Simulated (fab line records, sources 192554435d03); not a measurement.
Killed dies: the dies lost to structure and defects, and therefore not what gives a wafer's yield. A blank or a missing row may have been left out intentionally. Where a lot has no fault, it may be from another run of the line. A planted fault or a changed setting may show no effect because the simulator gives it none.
Struck lot and sound lot, side by side + flow n5Finfet + 41 steps out of a route of 1938
Sound: wafers L343.3, L343.5, L343.6. Struck: wafers L340.1, L340.2, L340.4. The cause comes at the end.
At each step with rows: each side's tool, then ch and its chambers, then its first start. Under that, the readings that differ: sound wafers + struck wafers + difference of the means + sigmas: that difference in standard deviations of wafers without a fault.
alike: readings with means less than 2 such deviations apart, plus words and numbers identical on both sides. not compared: withheld readings, readings lacking a value on some wafer, bounds such as >300 that could conceal the same value, and numbers that have no deviation in the record and whose values overlap.
Wherever a step has rows on one side only, a row that says differs or no value, or a row with sigmas, the two part there. Non-overlapping numbers with no deviation appear without sigmas and do not part them. Lack of a reading on every wafer of one side parts them only where that side has two or more wafers.

first, 11 steps without rows for these wafers: N5_MOL_CONTACT_COAG_WET_ETCH_116 (etches the open film in SC1-inhibited, target depth 4.6 nm, rinse time 30 s); N5_MOL_CONTACT_COAG_ALD_27 (deposits SiOC, target thk 17 nm, pulse time 1.5 s, time 2720 s); N5_MOL_CONTACT_COAG_CMP_28 (polishes, stops on SiNx, t overpolish 0.85 s, target thk 14.522 nm); N5_MOL_CONTACT_COAG_ALD_123 (deposits SiNx, target thk 5 nm, pulse time 1 s, purge time 2 s); N5_MOL_CONTACT_COAG_PECVD_31 (deposits SiO2 from TEOS/O2, target thk 46 nm, time 8.9 s); N5_MOL_CONTACT_COAG_COAT_75 (time 60 s, resist thk 60 nm); N5_MOL_CONTACT_COAG_COAT_76 (time 60 s, resist thk 10 nm); N5_MOL_CONTACT_COAG_COAT_77 (time 60 s, resist thk 10 nm); N5_MOL_CONTACT_COAG_COAT_78 (resist thk 40 nm); N5_MOL_CONTACT_COAG_EBR_80; N5_MOL_CONTACT_COAG_SOFTBAKE_79 (time 60 s).
N5_MOL_CONTACT_COAG_EXPOSE_81: exposes mask VG, defocus 0 nm.
  sound on euvScanner-01 ch 0, day 9 02:28; struck on euvScanner-02 ch 0, day 8 07:24
  alike: mask, reticleTempC
then, 2 steps without rows for these wafers: N5_MOL_CONTACT_COAG_PEB_82 (peb time 60 s); N5_MOL_CONTACT_COAG_DEVELOP_83 (develop time 30 s).
N5_MOL_CONTACT_COAG_CD_MEAS_84: target cd 25.1 nm.
  sound on cdSem-01 ch 0, day 9 02:35; struck on cdSem-03 ch 0, day 8 07:32
| reading   | sound             | struck          | difference | sigmas |
|-----------|-------------------|-----------------|------------|--------|
| cdNm (nm) | 25.39 25.03 25.34 | 9.76 10.43 9.64 | -15.31     | -64    |
then, 16 steps without rows for these wafers: N5_MOL_CONTACT_COAG_DESCUM_88 (chemistry O2, time 7 s); N5_MOL_CONTACT_COAG_ETCH_89 (etches underlayer in N2/H2, target depth 13 nm, time 10.4 s); N5_MOL_CONTACT_COAG_ETCH_90 (etches SiARC in CF4, target depth 13 nm, time 21.7 s); N5_MOL_CONTACT_COAG_ALD_131 (deposits SiO2, target thk 5 nm, pulse time 1 s, co reactant pulse time 1 s); N5_MOL_CONTACT_COAG_ETCHBACK_132 (etches SiO2 in CHF3, target depth 10 nm, time 6.7 s); N5_MOL_CONTACT_COAG_ETCH_91 (etches SOC in N2/H2, target depth 60 nm, overetch 21 nm, time 101.2 s); N5_MOL_CONTACT_COAG_STRIP_92 (strips in N2/H2); N5_MOL_CONTACT_COAG_STRIP_93 (strips in N2/H2); N5_MOL_CONTACT_COAG_ETCHBACK_135 (etches SiO2 in CHF3, target depth 25 nm, time 16.7 s); N5_MOL_CONTACT_COAG_STRIP_118 (strips in CHF3); N5_MOL_CONTACT_COAG_VIA_ETCH_46 (etches SiO2 in C4F6/O2, target depth 46 nm, overetch 9.2 nm, time 40 s); N5_MOL_CONTACT_COAG_STRIP_96 (strips in N2/H2); N5_MOL_CONTACT_COAG_ETCH_47 (etches SiNx in CH3F/O2, stops on W, target depth 27 nm); N5_MOL_CONTACT_COAG_STRIP_119 (strips in N2/H2, time 30 s); N5_MOL_CONTACT_COAG_PRECLEAN_144 (cleans in alkaline clean, time 60 s); N5_MOL_CONTACT_COAG_SRD_145 (time 30 s).
N5_MOL_CONTACT_COAG_CD_MEAS_137: target cd 16 nm.
  sound on cdSem-02, day 9 03:34; struck on cdSem-01, day 8 08:28
| reading   | sound             | struck      | difference | sigmas |
|-----------|-------------------|-------------|------------|--------|
| cdNm (nm) | 15.86 16.04 15.89 | 0 1.54 0.13 | -15        | -55    |
then, 7 steps without rows for these wafers: N5_MOL_CONTACT_COAG_COAT_62 (time 60 s, resist thk 60 nm); N5_MOL_CONTACT_COAG_COAT_63 (time 60 s, resist thk 10 nm); N5_MOL_CONTACT_COAG_COAT_64 (time 60 s, resist thk 10 nm); N5_MOL_CONTACT_COAG_COAT_34 (resist thk 40 nm); N5_MOL_CONTACT_COAG_EBR_36; N5_MOL_CONTACT_COAG_SOFTBAKE_35 (time 60 s); N5_MOL_CONTACT_COAG_EXPOSE_37 (exposes mask VD, defocus 0 nm).
N5_BEOL_M4_RC_MEAS_101:
  the record has rows for the sound wafers here (prober-01 ch 0, day 11 23:13) and none for the struck ones
-- here the record skips 8 days between the struck wafers' starts before and after, leaving off in module BEOL_M4 and picking up in module PASSIVATION (first step shown: number 1936 of the route) --
N5_PASSIVATION_PROBE_49:
  rows exist in the record for the struck wafers here (prober-01, day 16 04:10), but not for the sound ones

## WHERE THEY PART
Earliest at N5_MOL_CONTACT_COAG_CD_MEAS_84; latest, in this record, at N5_PASSIVATION_PROBE_49.

WHY: what had been put in by the simulator
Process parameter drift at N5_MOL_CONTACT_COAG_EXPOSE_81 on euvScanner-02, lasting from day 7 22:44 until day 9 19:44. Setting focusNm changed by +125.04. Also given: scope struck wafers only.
